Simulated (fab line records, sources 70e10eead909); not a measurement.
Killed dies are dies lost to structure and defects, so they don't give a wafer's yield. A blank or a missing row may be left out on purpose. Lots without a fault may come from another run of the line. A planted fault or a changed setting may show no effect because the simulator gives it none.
Which tool did it? | flow nand_harc | 12 lots, 36 wafers sampled, at 1 step of a route of 1302

WHAT THE GAUGES READ, wafer by wafer
NHARC_A_SOURCE_PLATE_INSPECT_08.
lot  | measured     | on                | raw_defect_count
L075 | day 8 07:12  | defect_inspect-01 | 64 132 102
L077 | day 8 23:22  | defect_inspect-01 | 37 57 25
L079 | day 9 17:58  | defect_inspect-02 | 50 48 66
L081 | day 10 14:37 | defect_inspect-01 | 73 32 40
L083 | day 11 05:28 | defect_inspect-01 | 40 33 55
L084 | day 11 21:43 | defect_inspect-01 | 77 48 54
L087 | day 13 00:42 | defect_inspect-02 | 65 94 52
L090 | day 14 15:07 | defect_inspect-01 | 24 94 103
L091 | day 14 21:01 | defect_inspect-01 | 73 45 95
L093 | day 15 10:52 | defect_inspect-02 | 71 45 28
L096 | day 16 18:49 | defect_inspect-02 | 42 52 107
L097 | day 17 03:28 | defect_inspect-02 | 74 114 91

WHICH TOOL RAN EACH LOT (tool, then ch and the chambers of the sampled wafers, then the start)
The record holds no process step before these readings.

THE ANSWER, worked out from the rows above alone
Rule: what is usual is taken from the lots themselves. Put in order of their means at a reading, lots are off if they are a third of the lots or fewer, leave a main group of 4 or more, and stand apart from it by a gap of 3 or more times the standard deviation of the main group's means; of several such gaps the widest counts. A main group whose means are all the same, to the digits that the tables above print for the reading, isn't used. A lot without any number at a reading at which 4 lots or more have one is off too. The other lots that the step has rows for count as sound.
No lot is off at any reading shown: from this, nothing can be told.

WHAT THE SIMULATOR HAD PUT IN
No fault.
